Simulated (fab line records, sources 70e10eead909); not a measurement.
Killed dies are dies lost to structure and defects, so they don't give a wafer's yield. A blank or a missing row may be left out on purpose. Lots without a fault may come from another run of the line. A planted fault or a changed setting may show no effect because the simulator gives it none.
fab line records | flow nand_harc
record lots=6 wafers=18 last_day=25
route steps=1159 shown P_M1@306 P_M2@318 END@1159
lots that met no fault: from a run of the same line without faults
start_h: hours from the record's first day to the start of the lot's first wafer shown | wait_h: hours since the lot's step before | " the same as in the row above | L1.1+2: a row that stands for several wafers | - no value, or no start given | * or withheld: withheld | < > ~ a bound
route shown NAME@n: a module of which the file shows steps, and the number in the route of the first | usual: mean/standard deviation of fault-free wafers | same: alike in all rows | chamber/n: place in a boat | sites: the reading at each site | _std_site: their standard deviation | _edge_site: outer sites' mean less inner sites' | radius_mm: how far each site lies from the wafer's centre | mask NAME#n: copy n | behind: the tool/chamber that last shaped the wafer | hold: why the lot was held/for how many hours/how that ended | device: the transistor (n, p or np) that didn't switch | end of line: the same wafers' tests at the end of the route | a step without rows: its recipe alone | killed: dies lost to structure and defects at the first sort, not the wafer's yield | map: a wafer's dies, x killed, . not, _ none there
set.NAME: the setting as run; set.NAME@STEP: as run at that earlier step | model.NAME: the simulator's own value behind a step, which no gauge read
lots at some steps of the route; a table a step, a row a wafer
services: from which hour (start_h, from the record's first day; less than 0 if before it) a tool's chamber was out of use, for how many hours, and why
## steps
# step NHARC_P_M1_PRE_CLEAN_30
# recipe time_s=30 temp_c=280 gas=H2/He
# usual heater_power_w=428/45
# columns lot.wafer tool chamber start_h wait_h heater_power_w
L807.3 pvd_sputter-01 - - - 463
L807.1 " - " " 407
L807.6 " - " " 406
L811.3 pvd_sputter-03 - - - 412
L811.2 " - " " 463
L811.6 " - " " 413
L821.2 pvd_sputter-03 - - - 466
L821.4 " - " " 482
L821.1 " - " " 407
L823.2 pvd_sputter-03 - - - 422
L823.1 " - " " 366
L823.6 " - " " 470
L822.2 pvd_sputter-03 - - - 371
L822.3 " - " " 463
L822.6 " - " " 470
L828.1 pvd_sputter-01 - - - 372
L828.3 " - " " 456
L828.6 " - " " 486
# step NHARC_P_M1_PVD_20
# recipe target_thk_a=50 bias_v=168.6 power_w=15000 chamber_pressure_pa=0.12 time_s=8.06 substrate_temp_c=50 material=TaN
# usual bias_v=168.6/1.8 throttle_valve_pct=30.3/0.74
# columns lot.wafer tool chamber start_h wait_h bias_v throttle_valve_pct
L807.3 pvd_sputter-01 - - - 170.2 29.5
L807.1 " - " " 168.5 29.6
L807.6 " - " " 169.9 29.4
L811.2 pvd_sputter-03 - - - 167.9 30.5
L811.3 " - " " 168.5 30.4
L811.6 " - " " 168.8 30.6
L821.1 pvd_sputter-03 - - - 167.7 30.3
L821.4 " - " " 169.0 29.9
L821.2 " - " " 167.5 30.5
L823.1 pvd_sputter-03 - - - 171.0 30.5
L823.2 " - " " 169.4 29.8
L823.6 " - " " 169.9 30.3
L822.3 pvd_sputter-03 - - - 166.9 29.8
L822.2 " - " " 166.8 30.6
L822.6 " - " " 168.3 30.6
L828.1 pvd_sputter-01 - - - 167.2 31.6
L828.3 " - " " 167.1 29.4
L828.6 " - " " 170.8 31.2
# step NHARC_P_M1_PVD_21
# recipe target_thk_a=300 chamber_pressure_pa=5 power_w=5000 substrate_temp_c=30 time_s=20.49 material=Cu
# usual throttle_valve_pct=30.3/0.79
# columns lot.wafer tool chamber start_h wait_h throttle_valve_pct
L807.1 pvd_sputter-01 - - - 29.0
L807.3 " - " " 31.2
L807.6 " - " " 29.3
L811.3 pvd_sputter-03 - - - 29.8
L811.2 " - " " 30.7
L811.6 " - " " 30.5
L821.1 pvd_sputter-03 - - - 29.9
L821.4 " - " " 30.5
L821.2 " - " " 30.6
L823.1 pvd_sputter-03 - - - 30.3
L823.2 " - " " 30.3
L823.6 " - " " 30.4
L822.2 pvd_sputter-03 - - - 30.8
L822.3 " - " " 30.4
L822.6 " - " " 30.6
L828.3 pvd_sputter-01 - - - 29.7
L828.1 " - " " 29.6
L828.6 " - " " 29.6
# step NHARC_P_M1_ECD_22
# recipe target_thk_a=4000 bath_temp_c=25 material=Cu
# step NHARC_P_M1_ANNEAL_31
# recipe temp_c=225 time_s=90
# usual wafer_temp_C_max=225.8/0.33
# columns lot.wafer tool chamber start_h wait_h wafer_temp_C_max
L807.1 rtp_anneal-02 0 134.18 - 225.9
L807.3 " 0 " " 226.0
L807.6 " 0 " " 225.4
L811.2 rtp_anneal-02 0 143.51 0.4 225.4
L811.3 " 0 " " 225.4
L811.6 " 0 " " 225.4
L821.1 rtp_anneal-02 0 217.22 0.3 225.4
L821.2 " 0 " " 225.4
L821.4 " 0 " " 225.5
L823.1 rtp_anneal-01 0 220.87 - 226.2
L823.2 " 0 " " 226.0
L823.6 " 0 " " 225.8
L822.2 rtp_anneal-01 0 221.86 0.3 226.2
L822.3 " 0 " " 226.0
L822.6 " 0 " " 226.2
L828.1 rtp_anneal-02 0 263.49 0.3 225.6
L828.3 " 0 " " 225.2
L828.6 " 0 " " 225.4
# step NHARC_P_M1_CMP_23
# recipe t_overpolish_s=20 target_thk_nm=157.82
# usual motor_current_A=12.2/1.1 pad_life_wafers=221/140 time_to_endpoint_s=29.8/2.5
# columns lot.wafer tool chamber start_h wait_h motor_current_A pad_life_wafers time_to_endpoint_s
L807.1 cmp-04 2 134.55 - 12.3 97 27.7
L807.3 " 0 " " 14.0 99 25.5
L807.6 " 2 " " 11.3 - 27.4
L811.3 cmp-04 1 143.81 - 10.9 174 26.9
L811.2 " 2 " " 12.7 175 26.8
L811.6 " 2 " " 12.2 - 27.9
L821.2 cmp-04 0 217.57 - 13.7 54 29.6
L821.1 " 2 " " 12.4 56 32.4
L821.4 " 3 " " 11.1 57 32.4
L823.2 cmp-04 2 221.22 - 12.0 72 30.6
L823.1 " 0 " " 14.1 74 29.3
L823.6 " 3 " " 10.8 - 34.0
L822.2 cmp-04 1 222.18 - 10.2 79 33.1
L822.3 " 3 " " 10.9 81 33.6
L822.6 " 1 " " 11.1 - 34.7
L828.3 cmp-02 1 263.83 - 12.5 186 27.1
L828.1 " 3 " " 11.2 188 25.2
L828.6 " 2 " " 12.7 - 29.4
# step NHARC_P_M1_THK_MEAS_24
# recipe thk_meas_gauge=xrf
# usual thk_nm=158.0/1.5
# columns lot.wafer tool chamber start_h wait_h thk_nm
L807.1 film_metro-01 - 134.83 - 157.1
L807.3 " - " " 156.5
L807.6 " - " " 156.5
L811.2 film_metro-01 - 144.12 - 158.2
L811.3 " - " " 158.2
L811.6 " - " " 157.1
L821.1 film_metro-01 - 217.89 - 159.2
L821.2 " - " " 155.8
L821.4 " - " " 159.8
L823.1 film_metro-01 - 221.54 - 159.2
L823.2 " - " " 157.9
L823.6 " - " " 160.0
L822.2 film_metro-02 - 222.47 - 157.7
L822.3 " - " " 159.8
L822.6 " - " " 160.0
L828.1 film_metro-02 - 264.14 - 156.4
L828.3 " - " " 156.5
L828.6 " - " " 158.8
# step NHARC_P_M1_SRD_25
# step NHARC_P_M1_INSPECT_27
# usual raw_defect_count=320/130
# columns lot.wafer tool chamber start_h wait_h raw_defect_count
L807.1 defect_inspect-02 - 135.00 0.0 138
L807.3 " - " " 320
L807.6 " - " " 158
L811.2 defect_inspect-01 - 144.28 0.0 390
L811.3 " - " " 700
L811.6 " - " " 662
L821.1 defect_inspect-01 - 218.04 0.0 219
L821.2 " - " " 211
L821.4 " - " " 456
L823.1 defect_inspect-02 - 221.70 0.0 177
L823.2 " - " " 288
L823.6 " - " " 289
L822.2 defect_inspect-02 - 222.63 0.0 307
L822.3 " - " " 255
L822.6 " - " " 313
L828.1 defect_inspect-01 - 264.29 0.0 382
L828.3 " - " " 315
L828.6 " - " " 325
# step NHARC_P_M1_PRE_CLEAN_32
# recipe time_s=12 temp_c=370 rf_power_w=300 gas=NH3
# step NHARC_P_M1_DEP_33
# recipe target_thk_a=300 temp_c=370 target_thk_nm=30 pressure_torr=3 flow_sccm=200 rf_w=450 material=SiCN
# step NHARC_P_M2_DEP_00
# recipe target_thk_a=1825 target_thk_nm=182.5 temp_c=withheld pressure_torr=5 flow_sccm=200 rf_w=600 material=SiOC
# columns lot.wafer tool chamber start_h wait_h
L807.1+3+6 pecvd-01 2,0,2 135.63 -
L807.1+3+6 pecvd-01 2,0,2 136.35 -
L811.3+2+6 pecvd-01 1,2,2 144.89 -
L811.3+2+6 pecvd-01 1,2,2 145.49 -
L821.1+2+4 pecvd-01 0,1,1 218.58 -
L823.2+1+6 pecvd-02 0,2,2 222.26 -
L822.2+3+6 pecvd-03 0,1,0 223.19 -
L828.3+1+6 pecvd-02 2,1,1 264.84 -
# step NHARC_P_M2_DEHYDRATE_01
# recipe temp_c=150 time_s=120
# step NHARC_END_SORT_01
# recipe temp_c=25
# usual defect_limited_yield=95.3/1.7 killed_at_array=28/11 killed_at_other=0.7/1.1 killed_at_periphery=2.9/2 killed_dies=32/11 killed_open=3.2/1.8 killed_short=2.0/1.4 sort_bin_2_pct=1.5/0.67 sort_bin_3_pct=0.28/0.24 sort_bin_4_pct=2.9/1.1 sort_n_pass=645/11 sort_rim_yield_pct=95.7/2.6 sort_yield_pct=95.3/1.7
# same gross_dies=677 sort_bin_5_pct[%]=0 sort_bin_6_pct[%]=0 sort_bin_7_pct[%]=0 sort_bin_8_pct[%]=0 sort_rim_n_gross=106.00
# columns lot.wafer tool chamber start_h wait_h defect_limited_yield[%] killed_at_array killed_at_other killed_at_periphery killed_dies killed_open killed_short sort_bin_2_pct[%] sort_bin_3_pct[%] sort_bin_4_pct[%] sort_n_pass sort_rim_yield_pct[%] sort_yield_pct[%]
L807.1 prober-01 0 451.11 2.5 0 23 0 654 677 0 2 97.9 0 2.1 0 0 0
L807.3 prober-01 0 452.72 3.1 0 40 0 637 677 4 4 96.0 0.44 3.5 0 0 0
L807.6 prober-01 0 455.12 4.0 0 31 0 646 677 6 3 96.8 0.15 3.1 0 0 0
L811.2 prober-02 0 459.68 2.8 0 24 0 653 677 2 5 97.0 0 3.0 0 0 0
L811.3 prober-02 0 460.49 3.1 0 23 1 653 677 4 4 96.6 0.59 2.8 0 0 0
L811.6 prober-02 0 462.91 4.0 0 26 0 651 677 2 4 96.8 0.59 2.7 0 0 0
L823.1 prober-01 0 534.04 2.5 95.9 25 2 1 28 1 1 1.3 0.74 2.1 649 99.1 95.9
L823.2 prober-01 0 534.83 2.8 93.9 40 0 1 41 3 1 2.5 0.15 3.4 636 95.3 93.9
L823.6 prober-01 0 538.00 4.0 96.2 25 1 0 26 3 2 1.2 0.15 2.5 651 98.1 96.2
# killed by level:class
L807.1 P_M2:area_dep=654 A_CHANNEL_HOLE_D1:chamber_film_flake=7 A_SLIT:chamber_film_flake=6 A_CONTACT:chamber_film_flake=4 A_STAIRCASE:chamber_film_flake=2 A_WL_FILL:chamber_film_flake=2 A_ONON_D1:geometric_particle:short=1 A_SGD_CUT:geometric_particle:short=1
L807.3 P_M2:area_dep=635 A_CHANNEL_HOLE_D1:chamber_film_flake=14 A_SLIT:chamber_film_flake=9 A_WL_FILL:chamber_film_flake=5 A_M0:geometric_particle:open=3 A_STAIRCASE:chamber_film_flake=3 P_CONTACT:geometric_particle:open=1 A_CHANNEL_HOLE_D1:geometric_particle:short=1
L807.6 P_M2:area_dep=644 A_CHANNEL_HOLE_D1:chamber_film_flake=11 A_STAIRCASE:chamber_film_flake=5 A_SLIT:chamber_film_flake=4 A_WL_FILL:geometric_particle:open=2 A_M0:geometric_particle:open=2 A_CONTACT:chamber_film_flake=2 P_CONTACT:geometric_particle:short=1
L811.2 P_M2:area_dep=651 A_SLIT:chamber_film_flake=8 A_CHANNEL_HOLE_D1:chamber_film_flake=5 A_CHANNEL_FILL_D1:chamber_film_flake=2 P_CONTACT:geometric_particle:short=1 A_ONON_D1:geometric_particle:open=1 A_CHANNEL_FILL_D1:geometric_particle:open=1 A_CHANNEL_FILL_D1:geometric_particle:short=1
L811.3 P_M2:area_dep=647 A_CHANNEL_HOLE_D1:chamber_film_flake=7 A_SLIT:chamber_film_flake=7 A_ONON_D1:geometric_particle:short=2 A_M0:geometric_particle:open=2 P_ZERO_WELL:chamber_film_flake=2 P_STI:chamber_film_flake=2 A_STAIRCASE:chamber_film_flake=2
L811.6 P_M2:area_dep=649 A_CHANNEL_HOLE_D1:chamber_film_flake=10 A_SLIT:chamber_film_flake=6 A_CONTACT:geometric_particle:open=2 A_BLC:chamber_film_flake=2 A_SGD_CUT:geometric_particle:short=1 A_WL_FILL:geometric_particle:short=1 A_CONTACT:geometric_particle:short=1
L823.1 A_CHANNEL_HOLE_D1:chamber_film_flake=17 A_SGD_CUT:chamber_film_flake=2 A_WL_FILL:chamber_film_flake=2 THIN_TSV:chamber_film_flake=2 P_M2:geometric_particle:short=1 A_CONTACT:geometric_particle:open=1 A_CHANNEL_FILL_D1:chamber_film_flake=1 A_STAIRCASE:chamber_film_flake=1
L823.2 A_CHANNEL_HOLE_D1:chamber_film_flake=25 A_STAIRCASE:chamber_film_flake=7 A_M0:geometric_particle:open=2 A_WL_FILL:chamber_film_flake=2 P_CONTACT:geometric_particle:open=1 A_ONON_D1:geometric_particle:short=1 A_SGD_CUT:chamber_film_flake=1 A_SLIT:chamber_film_flake=1
L823.6 A_CHANNEL_HOLE_D1:chamber_film_flake=12 A_SGD_CUT:chamber_film_flake=3 A_CONTACT:chamber_film_flake=3 A_WL_FILL:chamber_film_flake=2 A_SGD_CUT:geometric_particle:open=1 A_CONTACT:geometric_particle:open=1 A_CONTACT:geometric_particle:short=1 A_BONDPAD:geometric_particle:short=1
# map L807.1 (x killed, . not)
____________x____________
_________xxxxxxx_________
_______xxxxxxxxxxx_______
______xxxxxxxxxxxxx______
_____xxxxxxxxxxxxxxx_____
____xxxxxxxxxxxxxxxxx____
____xxxxxxxxxxxxxxxxx____
___xxxxxxxxxxxxxxxxxxx___
___xxxxxxxxxxxxxxxxxxx___
__xxxxxxxxxxxxxxxxxxxxx__
__xxxxxxxxxxxxxxxxxxxxx__
_xxxxxxxxxxxxxxxxxxxxxxx_
_xxxxxxxxxxxxxxxxxxxxxxx_
_xxxxxxxxxxxxxxxxxxxxxxx_
_xxxxxxxxxxxxxxxxxxxxxxx_
_xxxxxxxxxxxxxxxxxxxxxxx_
xxxxxxxxxxxxxxxxxxxxxxxxx
xxxxxxxxxxxxxxxxxxxxxxxxx
xxxxxxxxxxxxxxxxxxxxxxxxx
xxxxxxxxxxxxxxxxxxxxxxxxx
xxxxxxxxxxxxxxxxxxxxxxxxx
_xxxxxxxxxxxxxxxxxxxxxxx_
_xxxxxxxxxxxxxxxxxxxxxxx_
_xxxxxxxxxxxxxxxxxxxxxxx_
_xxxxxxxxxxxxxxxxxxxxxxx_
_xxxxxxxxxxxxxxxxxxxxxxx_
__xxxxxxxxxxxxxxxxxxxxx__
__xxxxxxxxxxxxxxxxxxxxx__
___xxxxxxxxxxxxxxxxxxx___
___xxxxxxxxxxxxxxxxxxx___
____xxxxxxxxxxxxxxxxx____
____xxxxxxxxxxxxxxxxx____
_____xxxxxxxxxxxxxxx_____
______xxxxxxxxxxxxx______
_______xxxxxxxxxxx_______
_________xxxxxxx_________
____________x____________
# map L811.2 (x killed, . not)
____________x____________
_________xxxxxxx_________
_______xxxxxxxxxxx_______
______xxxxxxxxxxxxx______
_____xxxxxxxxxxxxxxx_____
____xxxxxxxxxxxxxxxxx____
____xxxxxxxxxxxxxxxxx____
___xxxxxxxxxxxxxxxxxxx___
___xxxxxxxxxxxxxxxxxxx___
__xxxxxxxxxxxxxxxxxxxxx__
__xxxxxxxxxxxxxxxxxxxxx__
_xxxxxxxxxxxxxxxxxxxxxxx_
_xxxxxxxxxxxxxxxxxxxxxxx_
_xxxxxxxxxxxxxxxxxxxxxxx_
_xxxxxxxxxxxxxxxxxxxxxxx_
_xxxxxxxxxxxxxxxxxxxxxxx_
xxxxxxxxxxxxxxxxxxxxxxxxx
xxxxxxxxxxxxxxxxxxxxxxxxx
xxxxxxxxxxxxxxxxxxxxxxxxx
xxxxxxxxxxxxxxxxxxxxxxxxx
xxxxxxxxxxxxxxxxxxxxxxxxx
_xxxxxxxxxxxxxxxxxxxxxxx_
_xxxxxxxxxxxxxxxxxxxxxxx_
_xxxxxxxxxxxxxxxxxxxxxxx_
_xxxxxxxxxxxxxxxxxxxxxxx_
_xxxxxxxxxxxxxxxxxxxxxxx_
__xxxxxxxxxxxxxxxxxxxxx__
__xxxxxxxxxxxxxxxxxxxxx__
___xxxxxxxxxxxxxxxxxxx___
___xxxxxxxxxxxxxxxxxxx___
____xxxxxxxxxxxxxxxxx____
____xxxxxxxxxxxxxxxxx____
_____xxxxxxxxxxxxxxx_____
______xxxxxxxxxxxxx______
_______xxxxxxxxxxx_______
_________xxxxxxx_________
____________x____________
## services
# columns tool chamber start_h hours kind
cmp-04 - 110.74 - consumable_replace:conditioner
cmp-04 - 110.74 - consumable_replace:pad
pecvd-03 - 111.13 13.0 pm
pvd_sputter-01 - 111.61 9.5 repair
pecvd-01 - 115.33 5.5 repair
cmp-02 - 128.50 4.0 pm
cmp-04 - 133.41 0.9 repair
cmp-02 - 149.42 4.2 repair
pecvd-02 - 153.00 13.0 pm
pvd_sputter-01 - 158.05 10.0 pm
cmp-02 - 158.80 1.5 repair
pecvd-03 0 169.67 9.2 repair
cmp-02 - 179.23 2.0 repair
cmp-04 - 204.64 1.0 repair
cmp-02 - 206.78 1.7 repair
cmp-04 - 209.62 - consumable_replace:conditioner
cmp-04 - 209.62 - consumable_replace:pad
pvd_sputter-01 - 219.63 4.7 repair
pecvd-03 0 226.21 5.2 repair
cmp-02 - 226.50 4.0 pm
pvd_sputter-01 - 229.52 4.9 repair
pecvd-01 - 237.00 13.0 pm
pecvd-01 0 237.00 13.0 vent_cycle
pvd_sputter-03 - 257.71 13.6 repair
## key
first_sign step=NHARC_P_M2_DEP_00 reading=visit direction=added
effect step=NHARC_END_SORT_01 reading=killed_at_periphery direction=up sigmas=99+ usual=2.9 struck=649
more_kills_born_at NHARC_P_M2_DEP_00@pecvd-01=3880
met_at NHARC_P_M2_DEP_00
struck_wafers L807.1,L807.3,L807.6,L811.2,L811.3,L811.6
later_rows_left_out L807.1,L807.3,L807.6,L811.2,L811.3,L811.6
fault kind=repeated_step_whole tool=pecvd-01,pecvd-02,pecvd-03 chamber=- onset_h=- steps=NHARC_P_M2_DEP_00 times=1 scope=struck_lots_only
# later_rows_left_out: the simulator's readings of these wafers behind a module that went badly wrong aren't trusted and aren't shown, but for the sort
